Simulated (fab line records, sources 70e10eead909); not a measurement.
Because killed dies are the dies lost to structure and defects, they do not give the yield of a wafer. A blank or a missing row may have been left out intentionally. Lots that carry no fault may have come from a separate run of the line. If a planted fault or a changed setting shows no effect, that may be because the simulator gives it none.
Which tool did it? -- flow nandHarc -- 42 wafers from 14 lots sampled at 4 of the route's 1159 steps

## WHAT THE GAUGES SHOWED, per wafer
No reading from a measuring or inspecting step in the record can be judged against a usual standard deviation.

## WHAT TOOL EACH LOT RAN ON (gives the tool, then ch and the chambers of the sampled wafers, and finally the start)
lot,NHARC_A_BONDPAD_DEGAS_25,NHARC_THIN_TSV_DEP_43,NHARC_THIN_TSV_EXPOSE_09,NHARC_THIN_TSV_DEP_47
L723,"pvdSputter-03, day 18 12:47","pecvd-03 ch 0,1,2, day 19 04:29","krfScanner-03 ch 0, day 19 05:02","pecvd-03 ch 0,1,2, day 19 07:17"
L724,"pvdSputter-03, day 19 04:19","pecvd-02 ch 0,2, day 19 20:00","krfScanner-01 ch 0, day 19 20:40","pecvd-02 ch 0,1,2, day 19 22:49"
L726,"pvdSputter-02, day 19 07:26","pecvd-02 ch 0,1,2, day 19 21:19","krfScanner-03 ch 0, day 19 21:53","pecvd-03 ch 0,1,2, day 20 00:00"
L727,"pvdSputter-03, day 19 09:55","pecvd-03 ch 0,1,2, day 19 22:33","krfScanner-03 ch 0, day 19 22:59","pecvd-03 ch 0,1,2, day 20 01:05"
L728,"pvdSputter-01, day 19 19:55","pecvd-02 ch 0,2, day 20 09:17","krfScanner-01 ch 0, day 20 09:58","pecvd-03 ch 0,2, day 20 12:02"
L729,"pvdSputter-01, day 20 02:34","pecvd-04 ch 0,1, day 20 16:08","krfScanner-03 ch 0, day 20 16:46","pecvd-02 ch 0,2, day 20 18:50"
L731,"pvdSputter-01, day 20 07:16","pecvd-02 ch 0,1,2, day 20 21:46","krfScanner-03 ch 0, day 20 22:26","pecvd-02 ch 0,1,2, day 21 00:42"
L732,"pvdSputter-03, day 21 05:31","pecvd-03 ch 0,2, day 21 21:26","krfScanner-03 ch 0, day 21 22:07","pecvd-04 ch 0,1,2, day 22 00:14"
L735,"pvdSputter-01, day 22 09:13","pecvd-03 ch 1,2, day 23 02:43","krfScanner-03, day 23 03:16","pecvd-03 ch 0,1,2, day 23 05:16"
L738,"pvdSputter-03, day 22 14:29","pecvd-03 ch 0,2, day 23 04:00","krfScanner-03, day 23 04:28","pecvd-03 ch 0,1,2, day 23 06:31"
L741,"pvdSputter-03, day 22 14:55","pecvd-04 ch 0,1, day 23 07:31","krfScanner-03 ch 0, day 23 08:11","pecvd-04 ch 1,2, day 23 10:13"
L740,"pvdSputter-03, day 22 15:25","pecvd-02 ch 0,2, day 23 06:20","krfScanner-01 ch 0, day 23 07:02","pecvd-02 ch 0,1,2, day 23 09:02"
L743,"pvdSputter-02, day 23 08:13","pecvd-02 ch 0,2, day 23 23:25","krfScanner-04 ch 0, day 24 00:06","pecvd-04 ch 0,1,2, day 24 02:08"
L744,"pvdSputter-01, day 23 14:08","pecvd-03 ch 0,1,2, day 24 03:45","krfScanner-01 ch 0, day 24 04:25","pecvd-02 ch 0,1,2, day 24 06:32"
- NHARC_A_BONDPAD_DEGAS_25: time 60 s.
- NHARC_THIN_TSV_DEP_43: deposits SiO2, target thk 1328.5 nm.
- NHARC_THIN_TSV_EXPOSE_09: exposes mask TSV.
- NHARC_THIN_TSV_DEP_47: deposits SiO2, target thk 200 nm.

## WHAT THE TOOLS THEMSELVES READ (means of the sampled wafers that have a number; where no wafer has one, the mark that the record gives instead)
NHARC_A_BONDPAD_DEGAS_25. Usual: heaterPowerW reads 484 W (standard deviation 59).
lot,tool,heaterPowerW (W),flag
L723,pvdSputter-03,518,
L724,pvdSputter-03,534,
L726,pvdSputter-02,505,
L727,pvdSputter-03,505,
L728,pvdSputter-01,486,
L729,pvdSputter-01,462,
L731,pvdSputter-01,485,
L732,pvdSputter-03,523,
L735,pvdSputter-01,395,
L738,pvdSputter-03,531,
L741,pvdSputter-03,502,
L740,pvdSputter-03,489,
L743,pvdSputter-02,495,
L744,pvdSputter-01,454,

NHARC_THIN_TSV_DEP_43. Usual: throttleValvePct reads 16.0 % (standard deviation 0.58).
lot,tool,throttleValvePct (%),flag
L723,pecvd-03,16.4,
L724,pecvd-02,16.3,
L726,pecvd-02,15.8,
L727,pecvd-03,16.3,
L728,pecvd-02,16.3,
L729,pecvd-04,15.8,
L731,pecvd-02,15.8,
L732,pecvd-03,16.2,
L735,pecvd-03,15.9,
L738,pecvd-03,16.2,
L741,pecvd-04,16.1,
L740,pecvd-02,16.0,
L743,pecvd-02,15.9,
L744,pecvd-03,16.1,

NHARC_THIN_TSV_EXPOSE_09. Usual: exposureDoseMJCm2 30.707, standard deviation 0.029; focusOffsetNm -0.1 nm, standard deviation 0.57.
lot,tool,exposureDoseMJCm2,focusOffsetNm (nm),flag
L723,krfScanner-03,30.696,-0.1,
L724,krfScanner-01,30.708,-1.0,
L726,krfScanner-03,30.682,-0.4,
L727,krfScanner-03,30.681,-0.0,
L728,krfScanner-01,30.748,-0.2,
L729,krfScanner-03,30.694,0.7,
L731,krfScanner-03,30.706,0.2,
L732,krfScanner-03,30.720,-0.3,
L735,krfScanner-03,-,-,OFF
L738,krfScanner-03,-,-,OFF
L741,krfScanner-03,30.732,-0.7,
L740,krfScanner-01,30.724,-0.4,
L743,krfScanner-04,30.702,-0.2,
L744,krfScanner-01,30.730,0.5,

NHARC_THIN_TSV_DEP_47. Usual: throttleValvePct reads 16.2 % (standard deviation 0.53).
lot,tool,throttleValvePct (%),flag
L723,pecvd-03,16.3,
L724,pecvd-02,16.0,
L726,pecvd-03,16.4,
L727,pecvd-03,16.6,
L728,pecvd-03,16.2,
L729,pecvd-02,16.3,
L731,pecvd-02,16.0,
L732,pecvd-04,16.1,
L735,pecvd-03,16.1,
L738,pecvd-03,16.0,
L741,pecvd-04,16.3,
L740,pecvd-02,15.8,
L743,pecvd-04,16.3,
L744,pecvd-02,15.9,

## THE ANSWER, worked out from the rows above alone
Rule: take the mean of a lot's wafers that have a number; if it is more than 3 standard deviations from the usual mean, the lot is off. Also off: a lot with no number at a reading for which 4 or more lots have one. Where the step has rows for the other lots, those lots are counted as sound. After the gauges, taken in route order, come the tools' own readings; for these a lot's mean is taken, as printed above. The first step at which some lot is off is used, and at that step the reading that is off furthest; a lot without a number counts as furthest.
Off: L735, L738 (NHARC_THIN_TSV_EXPOSE_09, exposureDoseMJCm2). Without a number there: L735, L738.
A tool fits if, at that step or a process step before it, it ran every lot that is off, and no sound lot after the first of them. No candidate that was tried fits.

## WHAT HAD BEEN PUT IN BY THE SIMULATOR
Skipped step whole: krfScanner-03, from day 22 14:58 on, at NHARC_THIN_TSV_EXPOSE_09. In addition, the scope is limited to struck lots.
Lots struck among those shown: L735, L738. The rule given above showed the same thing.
